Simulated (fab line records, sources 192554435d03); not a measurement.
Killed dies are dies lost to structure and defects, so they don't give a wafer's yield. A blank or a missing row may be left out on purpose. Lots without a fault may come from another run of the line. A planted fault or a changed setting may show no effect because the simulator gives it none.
Split-lot experiment | flow n5_finfet | 7 lots, 39 wafers read, on a route of 1938 steps

THE SPLIT
At N5_MOL_CONTACT_COAG_IMPLANT_129, the setting energy_kev was moved away from the recipe's 3 on 18 of the 39 wafers read, by -30.3% to +30.3%. The other wafers ran this setting at the recipe's value.

The reading is taken at the split's own step.

THE READING
implant.drp_nm (the simulator's own value, which no gauge read), in nm, at N5_MOL_CONTACT_COAG_IMPLANT_129. The file gives no usual value for it.

wafer  | tool, chamber at the split | energy_kev as run | against the recipe | implant.drp_nm, nm | against lot-mates on the recipe
L079.1 | implanter-01, 0            | 3                 | recipe             | 2.134              | -
L079.2 | implanter-01, 0            | 3                 | recipe             | 2.134              | -
L079.3 | implanter-01, 0            | 3                 | recipe             | 2.134              | -
L080.1 | implanter-02, 0            | 3                 | recipe             | 2.134              | -
L080.3 | implanter-02, 0            | 3                 | recipe             | 2.134              | -
L080.6 | implanter-02, 0            | 3                 | recipe             | 2.134              | -
L080.2 | implanter-02, 0            | 3.88              | +29.3%             | 2.504              | +0.370
L080.4 | implanter-02, 0            | 3.88              | +29.3%             | 2.504              | +0.370
L080.5 | implanter-02, 0            | 3.88              | +29.3%             | 2.504              | +0.370
L081.1 | implanter-01, 0            | 3.412             | +13.7%             | 2.311              | +0.177
L081.2 | implanter-01, 0            | 3.412             | +13.7%             | 2.311              | +0.177
L081.5 | implanter-01, 0            | 3.412             | +13.7%             | 2.311              | +0.177
L081.3 | implanter-01, 0            | 3                 | recipe             | 2.134              | -
L081.4 | implanter-01, 0            | 3                 | recipe             | 2.134              | -
L081.6 | implanter-01, 0            | 3                 | recipe             | 2.134              | -
L082.1 | implanter-02, 0            | 3.56              | +18.7%             | 2.373              | +0.239
L082.3 | implanter-02, 0            | 3.56              | +18.7%             | 2.373              | +0.239
L082.4 | implanter-02, 0            | 3.56              | +18.7%             | 2.373              | +0.239
L082.2 | implanter-02, 0            | 3                 | recipe             | 2.134              | -
L082.5 | implanter-02, 0            | 3                 | recipe             | 2.134              | -
L082.6 | implanter-02, 0            | 3                 | recipe             | 2.134              | -
L089.1 | implanter-01, 0            | 3                 | recipe             | 2.134              | -
L089.2 | implanter-01, 0            | 3                 | recipe             | 2.134              | -
L089.5 | implanter-01, 0            | 3                 | recipe             | 2.134              | -
L089.3 | implanter-01, 0            | 2.092             | -30.3%             | 1.709              | -0.425
L089.4 | implanter-01, 0            | 2.092             | -30.3%             | 1.709              | -0.425
L089.6 | implanter-01, 0            | 2.092             | -30.3%             | 1.709              | -0.425
L090.1 | implanter-02, 0            | 3.908             | +30.3%             | 2.515              | +0.381
L090.2 | implanter-02, 0            | 3.908             | +30.3%             | 2.515              | +0.381
L090.5 | implanter-02, 0            | 3.908             | +30.3%             | 2.515              | +0.381
L090.3 | implanter-02, 0            | 3                 | recipe             | 2.134              | -
L090.4 | implanter-02, 0            | 3                 | recipe             | 2.134              | -
L090.6 | implanter-02, 0            | 3                 | recipe             | 2.134              | -
L097.1 | implanter-01, 0            | 3.388             | +12.9%             | 2.301              | +0.167
L097.4 | implanter-01, 0            | 3.388             | +12.9%             | 2.301              | +0.167
L097.5 | implanter-01, 0            | 3.388             | +12.9%             | 2.301              | +0.167
L097.2 | implanter-01, 0            | 3                 | recipe             | 2.134              | -
L097.3 | implanter-01, 0            | 3                 | recipe             | 2.134              | -
L097.6 | implanter-01, 0            | 3                 | recipe             | 2.134              | -

THE FIT
A straight line over all 39 wafers: implant.drp_nm changes by +0.0132 nm for each +1% of energy_kev; r = +1.00; the points scatter about the line by 0.0086 nm.
The same after taking each lot's own level away (the mean of its wafers on the recipe; 39 wafers): +0.0132 nm for each +1%; r = +1.00; scatter 0.0086 nm.
On that fit, the largest move of energy_kev shifts the reading by 0.4 nm.
The lots' own levels span 2.1340 to 2.1340 nm.
So the lot-to-lot level changes the slope little: the two slopes agree.
Check: with one of the wafers moved furthest among these (-30.3%) left out of the fit, the line predicts -0.4 nm for it against its lot-mates. It came out at -0.425 nm against them.

OTHER SPLITS ON THESE WAFERS
These wafers also went through other splits before the reading. Each is held against what the fit with the lots' levels taken away leaves over:
other split on the same wafers        | wafers away from the commonest value | r with implant.drp_nm (lot level and that fit taken away)
N5_PMOS_HMC_CHANNEL_EPI_EPI_20 temp_c | 15                                   | +0.07
N5_FIN_SAQP_ETCH_69 target_depth_a    | 18                                   | +0.10
N5_DUMMY_GATE_HM_DEP_06 target_thk_a  | 18                                   | +0.26
N5_DUMMY_GATE_ETCH_31 target_depth_a  | 15                                   | -0.31
N5_SD_EPI_N_LINER_46 target_thk_a     | 18                                   | +0.01

THE WHOLE CHAIN: every reading that the file lists as answering this split, in the file's order
step                            | what it does | reading                                                         | change (the file's fit)                | r (the file's)
N5_MOL_CONTACT_COAG_IMPLANT_129 |              | implant.rp_nm (the simulator's own value, which no gauge read)  | +0.0341 nm for each +1% of the setting | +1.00
N5_MOL_CONTACT_COAG_IMPLANT_129 |              | implant.drp_nm (the simulator's own value, which no gauge read) | +0.013 nm for each +1% of the setting  | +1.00

THE FILE'S OWN FIT
implant.drp_nm changes by +0.013 nm for each +1% of energy_kev, r = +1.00.
